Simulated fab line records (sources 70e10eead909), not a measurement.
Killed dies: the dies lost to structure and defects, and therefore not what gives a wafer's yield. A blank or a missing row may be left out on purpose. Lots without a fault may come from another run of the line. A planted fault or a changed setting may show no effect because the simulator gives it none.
fab line records	flow nandHarc
record: lots: 11	wafers: 33	lastDay: 33
route steps=1302 shown P_STI@96 P_GATE@157
lots with no fault: from the same line, run without faults
startH: start of the lot's first displayed wafer, in hours after the record's first day	waitH: time in hours since the lot's previous step	" same as the row above	L1.1+2: a row that stands for several wafers	- no value, or no start was given	* or withheld: withheld	< > ~ a bound
route shown NAME@n: NAME is a module with steps in the file, n the number in the route of the first one	usual: average and standard deviation across the fault-free wafers	same: alike in all rows	chamber/n: place in a boat	sites: per-site readings	_std_site: their standard deviation	_edge_site: mean of outer sites minus mean of inner sites	radiusMm: how far each site lies from the wafer's centre	mask NAME#n: copy n	behind: tool/chamber where the wafer was last shaped	hold: the reason the lot was held/the length of the hold in hours/how it ended	device: the n, p or np transistor that did not switch	end of line: tests of these same wafers at the route's end	where a step has no rows: the recipe by itself	killed: not the wafer's yield, but the dies lost to structure and defects at the first sort	map: a wafer's dies, x killed, . not, _ none there
set.NAME: the setting as run; set.NAME@STEP: as run at that earlier step	model.NAME: the simulator's own value behind a step, which no gauge read
steps of the route over a sample of lots; a table a step, a row a wafer
services: from which hour (startH, from the record's first day; less than 0 if before it) a tool's chamber was out of use, for how many hours, and why
== steps ==
step: NHARC_P_STI_OCD_MEAS_43
usual: trenchDepthNm: 301/5.5	trenchFootCdNm: 158.5/2
lot.wafer	tool	chamber	startH	waitH	trenchDepthNm	trenchFootCdNm
L811.1	ocd-02	-	60.00	-	311	153.7
L811.2	"	-	"	"	300	159.4
L811.5	"	-	"	"	299	162.2
L815.2	ocd-02	-	95.21	-	294	160.4
L815.3	"	-	"	"	296	156.0
L815.6	"	-	"	"	296	158.1
L816.1	ocd-01	-	105.58	-	302	159.5
L816.4	"	-	"	"	302	161.3
L816.6	"	-	"	"	299	160.6
L820.3	ocd-01	-	147.63	-	308	156.4
L820.5	"	-	"	"	297	159.7
L820.6	"	-	"	"	300	160.3
L826.3	ocd-02	-	205.49	-	307	158.8
L826.4	"	-	"	"	302	157.7
L826.5	"	-	"	"	307	158.1
L827.2	ocd-02	-	216.88	-	297	162.1
L827.5	"	-	"	"	297	160.9
L827.6	"	-	"	"	302	160.2
L828.1	ocd-02	-	224.56	-	303	157.2
L828.4	"	-	"	"	306	156.2
L828.5	"	-	"	"	310	156.8
L829.1	ocd-02	-	237.93	-	297	157.7
L829.5	"	-	"	"	297	157.6
L829.6	"	-	"	"	303	157.7
L830.2	ocd-02	-	248.68	-	314	157.8
L830.3	"	-	"	"	303	156.3
L830.5	"	-	"	"	299	158.6
L831.3	ocd-02	-	254.95	-	306	157.6
L831.4	"	-	"	"	310	160.7
L831.5	"	-	"	"	301	162.6
L833.2	ocd-01	-	274.26	-	295	158.0
L833.4	"	-	"	"	297	159.0
L833.6	"	-	"	"	305	158.8
step: NHARC_P_GATE_STRIP_101
recipe: timeS: 20	o2FlowSccm: 500	arFlowSccm: 0	biasW: 0	chemistry: O2
usual: drypumpMotorCurrentA: 5.9/0.39	oesProductAu: 1.001/0.0095	rfVppV: 57.9/0.86	showerheadPlenumPTorr: 3.53/0.15	throttleValvePct: 17.037/0.0086
lot.wafer	tool	chamber	startH	waitH	drypumpMotorCurrentA	oesProductAu	rfHoursCounterH	rfVppV	showerheadPlenumPTorr	throttleValvePct
L811.1	rieDiel-06	0	123.22	0.1	6.6	1.023	7.6	58.0	3.34	17.039
L811.2	"	2	"	"	5.9	0.995	7.6	58.6	3.47	17.037
L811.5	"	0	"	"	6.6	1.021	-	56.9	3.34	17.049
L815.2	rieDiel-02	0	159.20	0.1	5.7	0.999	5.2	57.7	3.73	17.041
L815.3	"	1	"	"	5.6	1.000	6.0	59.0	3.65	17.039
L815.6	"	1	"	"	5.6	1.002	-	59.1	3.65	17.045
L816.1	rieDiel-02	2	170.06	0.1	5.9	1.003	6.5	57.9	3.40	17.054
L816.4	"	3	"	"	5.8	0.993	5.3	58.7	3.60	17.041
L816.6	"	2	"	"	5.9	1.011	-	57.3	3.40	17.048
L820.3	rieDiel-06	3	204.07	0.1	5.5	1.001	3.8	57.3	3.61	17.029
L820.5	"	0	"	"	6.6	0.996	-	56.7	3.34	17.034
L820.6	"	1	"	"	6.0	1.003	-	58.2	3.35	17.038
L826.3	rieDiel-06	1	271.06	0.1	6.0	1.003	7.7	58.0	3.34	17.034
L826.4	"	0	"	"	6.6	1.006	8.9	56.2	3.34	17.038
L826.5	"	1	"	"	5.9	0.992	-	58.5	3.34	17.022
L827.2	rieDiel-13	1	282.12	0.1	5.8	0.987	4.8	58.8	3.50	17.024
L827.5	"	1	"	"	5.8	0.992	-	57.3	3.50	17.021
L827.6	"	2	"	"	5.4	0.981	-	58.9	3.77	17.025
L828.4	rieDiel-13	0	286.87	0.1	5.3	1.005	4.9	57.9	3.61	17.033
L828.1	"	1	"	"	5.8	0.989	4.9	57.9	3.50	17.028
L828.5	"	3	"	"	6.5	1.017	-	55.6	3.37	17.028
L829.1	rieDiel-13	0	308.38	0.1	5.3	1.002	5.6	58.7	3.61	17.044
L829.5	"	3	"	"	6.5	1.012	-	59.3	3.37	17.037
L829.6	"	0	"	"	5.3	0.996	-	58.3	3.61	17.049
L830.3	rieDiel-13	0	314.90	0.1	5.3	0.996	5.7	57.0	3.61	17.042
L830.2	"	3	"	"	6.5	1.013	5.7	56.0	3.37	17.033
L830.5	"	0	"	"	5.3	0.993	-	57.6	3.61	17.026
L831.3	rieDiel-13	0	315.07	0.1	5.3	0.991	5.7	56.5	3.61	17.033
L831.4	"	1	"	"	5.8	0.984	5.7	58.1	3.50	17.028
L831.5	"	2	"	"	5.4	0.997	-	58.5	3.77	17.044
L833.2	rieDiel-06	1	336.97	0.1	5.9	0.991	0.3	56.3	3.34	17.043
L833.4	"	2	"	"	5.9	1.009	0.3	58.8	3.46	17.039
L833.6	"	3	"	"	5.5	0.992	-	59.0	3.60	17.035
step: NHARC_P_GATE_EXPOSE_43
recipe: na: 0.6	targetCdNm: 720	doseMj: 14.81	maskId: P_NSD
usual: focusOffsetNm: 0.1/0.56
lot.wafer	tool	chamber	startH	waitH	mask	focusOffsetNm
L811.1	krfScanner-02	0	123.98	-	P_NSD#0	-0.5
L811.2	"	0	"	"	P_NSD#0	-0.6
L811.5	"	0	"	"	P_NSD#0	0.3
L815.2	krfScanner-03	0	159.84	-	P_NSD#0	1.2
L815.3	"	0	"	"	P_NSD#0	0.0
L815.6	"	0	"	"	P_NSD#0	0.3
L816.1	krfScanner-03	0	170.70	-	P_NSD_R1#0	-0.1
L816.4	"	0	"	"	P_NSD_R1#0	0.8
L816.6	"	0	"	"	P_NSD_R1#0	0.9
L820.3	krfScanner-01	0	204.83	-	P_NSD#0	0.4
L820.5	"	0	"	"	P_NSD#0	-0.3
L820.6	"	0	"	"	P_NSD#0	0.6
L826.3	krfScanner-03	0	271.84	-	P_NSD#0	-0.3
L826.4	"	0	"	"	P_NSD#0	-0.3
L826.5	"	0	"	"	P_NSD#0	-1.0
L827.2	krfScanner-02	0	282.90	-	P_NSD#0	0.3
L827.5	"	0	"	"	P_NSD#0	0.6
L827.6	"	0	"	"	P_NSD#0	-0.6
L828.1	krfScanner-02	0	287.52	-	P_NSD#0	0.4
L828.4	"	0	"	"	P_NSD#0	0.0
L828.5	"	0	"	"	P_NSD#0	-0.2
L829.1	krfScanner-02	0	309.02	-	P_NSD#0	0.7
L829.5	"	0	"	"	P_NSD#0	-0.6
L829.6	"	0	"	"	P_NSD#0	0.1
L830.2	krfScanner-02	0	315.55	-	P_NSD#0	0.3
L830.3	"	0	"	"	P_NSD#0	-0.3
L830.5	"	0	"	"	P_NSD#0	-0.3
L831.3	krfScanner-02	0	315.72	-	P_NSD#0	0.4
L831.4	"	0	"	"	P_NSD#0	0.7
L831.5	"	0	"	"	P_NSD#0	0.6
L833.2	krfScanner-03	0	337.73	-	P_NSD#0	0.0
L833.4	"	0	"	"	P_NSD#0	-0.1
L833.6	"	0	"	"	P_NSD#0	-0.1
step: NHARC_P_GATE_CD_MEAS_46
recipe: targetCdNm: 720	landingEnergyEv: 500
usual: cdNm: 718.8/1.4
lot.wafer	tool	chamber	startH	waitH	cdNm
L811.1	cdSem-01	0	124.13	-	721.1
L811.2	"	0	"	"	719.8
L811.5	"	0	"	"	717.9
L815.2	cdSem-01	0	160.00	-	720.3
L815.3	"	0	"	"	720.1
L815.6	"	0	"	"	719.0
L816.1	cdSem-03	0	170.85	-	709.6
L816.4	"	0	"	"	706.4
L816.6	"	0	"	"	706.5
L820.3	cdSem-03	0	204.98	-	718.0
L820.5	"	0	"	"	713.9
L820.6	"	0	"	"	716.3
L826.3	cdSem-01	0	271.99	-	719.6
L826.4	"	0	"	"	720.0
L826.5	"	0	"	"	717.8
L827.2	cdSem-02	0	283.05	-	718.0
L827.5	"	0	"	"	720.2
L827.6	"	0	"	"	718.0
L828.1	cdSem-02	0	287.68	-	717.9
L828.4	"	0	"	"	718.9
L828.5	"	0	"	"	721.3
L829.1	cdSem-02	0	309.18	-	718.0
L829.5	"	0	"	"	719.9
L829.6	"	0	"	"	719.1
L830.2	cdSem-01	0	315.71	-	720.9
L830.3	"	0	"	"	720.8
L830.5	"	0	"	"	718.5
L831.3	cdSem-01	0	315.88	-	719.3
L831.4	"	0	"	"	719.1
L831.5	"	0	"	"	719.4
L833.2	cdSem-01	0	337.88	-	716.4
L833.4	"	0	"	"	719.7
L833.6	"	0	"	"	717.8
step: NHARC_P_GATE_DESCUM_61
recipe: timeS: 3	o2FlowSccm: 200	arFlowSccm: 0	biasPowerW: 0	chemistry: O2
usual: drypumpMotorCurrentA: 5.8/0.38	oesProductAu: 1.000/0.01	rfVppV: 57.7/0.95	showerheadPlenumPTorr: 1.91/0.083	throttleValvePct: 11.312/0.009
lot.wafer	tool	chamber	startH	waitH	drypumpMotorCurrentA	oesProductAu	rfHoursCounterH	rfVppV	showerheadPlenumPTorr	throttleValvePct
L811.2	rieDiel-06	2	126.07	-	5.9	0.989	9	58.9	1.88	11.320
L811.1	"	3	"	"	5.5	1.006	8	57.5	1.96	11.329
L811.5	"	1	"	"	5.9	0.995	-	57.6	1.81	11.303
L815.2	rieDiel-06	3	161.79	-	5.4	0.992	1	59.0	1.96	11.292
L815.3	"	1	"	"	5.9	1.011	1	56.2	1.81	11.315
L815.6	"	3	"	"	5.4	1.002	-	57.1	1.96	11.324
L816.1	rieDiel-06	3	172.67	-	5.4	0.989	2	57.2	1.96	11.311
L816.4	"	0	"	"	6.6	0.998	2	57.7	1.81	11.313
L816.6	"	1	"	"	5.9	0.998	-	57.5	1.81	11.309
L820.3	rieDiel-13	3	206.81	-	6.5	1.007	2	57.3	1.82	11.314
L820.5	"	1	"	"	5.8	0.999	-	59.6	1.90	11.318
L820.6	"	0	"	"	5.3	0.997	-	58.0	1.96	11.304
L826.4	rieDiel-06	3	273.91	-	5.4	0.996	10	57.9	1.96	11.307
L826.3	"	1	"	"	5.9	1.003	8	55.7	1.81	11.316
L826.5	"	3	"	"	5.4	0.992	-	58.5	1.96	11.318
L827.2	rieDiel-06	2	285.02	-	5.9	1.013	10	58.5	1.88	11.301
L827.5	"	3	"	"	5.4	1.003	-	57.8	1.96	11.320
L827.6	"	0	"	"	6.6	1.008	-	57.8	1.80	11.292
L828.1	rieDiel-02	2	289.47	-	5.9	0.987	4	57.0	1.84	11.312
L828.4	"	3	"	"	5.8	0.992	4	57.6	1.95	11.323
L828.5	"	3	"	"	5.8	0.997	-	57.6	1.95	11.317
L829.1	rieDiel-13	3	311.06	-	6.5	1.022	6	57.4	1.82	11.312
L829.6	"	3	"	"	6.5	1.009	-	57.1	1.82	11.317
L829.5	"	0	"	"	5.2	0.993	-	58.1	1.96	11.319
L830.3	rieDiel-13	2	317.50	-	5.4	0.994	4	58.5	2.06	11.311
L830.2	"	0	"	"	5.2	0.984	6	58.0	1.96	11.325
L830.5	"	3	"	"	6.5	1.013	-	57.2	1.82	11.330
L831.4	rieDiel-06	0	317.83	-	6.6	1.031	0	57.6	1.80	11.315
L831.3	"	1	"	"	5.9	0.999	0	56.4	1.81	11.304
L831.5	"	3	"	"	5.4	0.999	-	55.7	1.96	11.319
L833.4	rieDiel-13	1	339.82	-	5.7	0.983	7	56.8	1.90	11.317
L833.2	"	2	"	"	5.4	0.976	5	58.9	2.06	11.314
L833.6	"	1	"	"	5.7	0.987	-	58.7	1.90	11.311
== services ==
tool	chamber	startH	hours	kind
rieDiel-06	1	105.97	3.8	repair
rieDiel-02	-	115.84	0.9	repair
rieDiel-13	0	119.54	2.7	repair
rieDiel-02	-	120.18	4.4	repair
rieDiel-06	-	130.20	9.0	pm
rieDiel-02	1	138.80	16.8	repair
krfScanner-03	-	153.61	0.4	repair
rieDiel-13	-	165.00	9.0	pm
rieDiel-02	2	200.61	24.7	repair
rieDiel-13	2	201.24	54.4	repair
krfScanner-02	-	210.62	0.6	repair
rieDiel-02	-	216.70	9.0	pm
rieDiel-13	-	222.33	19.4	repair
krfScanner-02	-	223.61	37.9	repair
krfScanner-03	-	224.00	4.0	pm
rieDiel-06	1	228.87	3.5	repair
krfScanner-02	-	266.00	4.0	pm
krfScanner-03	-	285.98	2.1	repair
rieDiel-02	1	296.97	14.7	repair
rieDiel-13	-	296.98	0.4	repair
rieDiel-06	-	307.20	9.0	pm
krfScanner-03	-	322.30	1.3	repair
rieDiel-06	1	329.53	7.0	repair
rieDiel-06	0	337.37	7.7	repair
== key ==
firstSign: step: NHARC_P_GATE_EXPOSE_43	reading: mask	direction: changed
effect: step: NHARC_P_GATE_CD_MEAS_46	reading: cdNm	direction: down	sigmas: 8.1	usual: 718.8	struck: 707.5
metAt NHARC_P_GATE_EXPOSE_43
struckLots L816
testerLeftOut L816
notActingAt NHARC_P_STI_OCD_MEAS_43,NHARC_P_GATE_STRIP_101,NHARC_P_GATE_DESCUM_61
onsetBetween 159.84 170.70
fault: kind: wrongMask	tool: any	chamber: -	onsetH: 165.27	steps: NHARC_P_GATE_EXPOSE_43	auxCopy: P_NSD_R1#0	cdOffsetNm: -11.282	scope: struckLotsOnly
testerLeftOut: of these lots the tester's yield and bins aren't shown, on N5 and GAA mostly nor the transistor test; their killed dies are dies lost to structure and defects alone, not to doping, threshold or leakage, so they don't give the yield
